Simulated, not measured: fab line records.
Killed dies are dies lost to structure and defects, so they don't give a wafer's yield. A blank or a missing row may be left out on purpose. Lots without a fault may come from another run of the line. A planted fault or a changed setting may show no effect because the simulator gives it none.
Chamber matching + flow nand harc + 4 sister chambers for NHARC_P_CONTACT_DESCUM_17 on rie diel-06
The step chemistry O2, time 3 s. 4 wafers are shown with their chamber, then 8 later ones without.

## WAFERS, EACH WITH ITS CHAMBER
| wafer  | chamber | drypump motor current A (A) |
|--------|---------|-----------------------------|
| L084.5 | 0       | 6.1                         |
| L087.2 | 1       | 5.9                         |
| L089.6 | 2       | 5.5                         |
| L090.1 | 3       | 4.6                         |

## WAFERS WITH NO CHAMBER GIVEN
| wafer  | drypump motor current A (A) |
|--------|-----------------------------|
| L090.4 | 5.9                         |
| L090.6 | 5.9                         |
| L094.1 | 5.5                         |
| L094.4 | 6.1                         |
| L094.5 | 6.0                         |
| L096.2 | 4.6                         |
| L096.4 | 5.5                         |
| L096.6 | 5.5                         |

## WHICH CHAMBER EACH WENT THROUGH
| wafer  | from the rows above     | in truth |
|--------|-------------------------|----------|
| L090.4 | 1                       | 1        |
| L090.6 | 1                       | 1        |
| L094.1 | 2                       | 2        |
| L094.4 | 0                       | 0        |
| L094.5 | can't be placed: 0 or 1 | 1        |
| L096.2 | 3                       | 3        |
| L096.4 | 2                       | 2        |
| L096.6 | 2                       | 2        |
Correctly placed: 7 of 8. From these rows, 1 cannot be placed; in 1 the true chamber is one of the candidates. Number placed wrongly: 0.
How it was worked out, from the rows above alone: a wafer's distance from a chamber is the root of the sum, over the readings, of the square of ((its reading less the chamber's mean) divided by the reading's scatter). If the next closest chamber is less than 2 further off than the closest, the wafer can't be placed; otherwise it belongs to the closest. For every chamber, the mean is computed from those of its wafers that are shown. The scatter (one wafer shown for each chamber): square how far every hidden wafer sits from the nearest shown wafer, average those squares and take the square root.
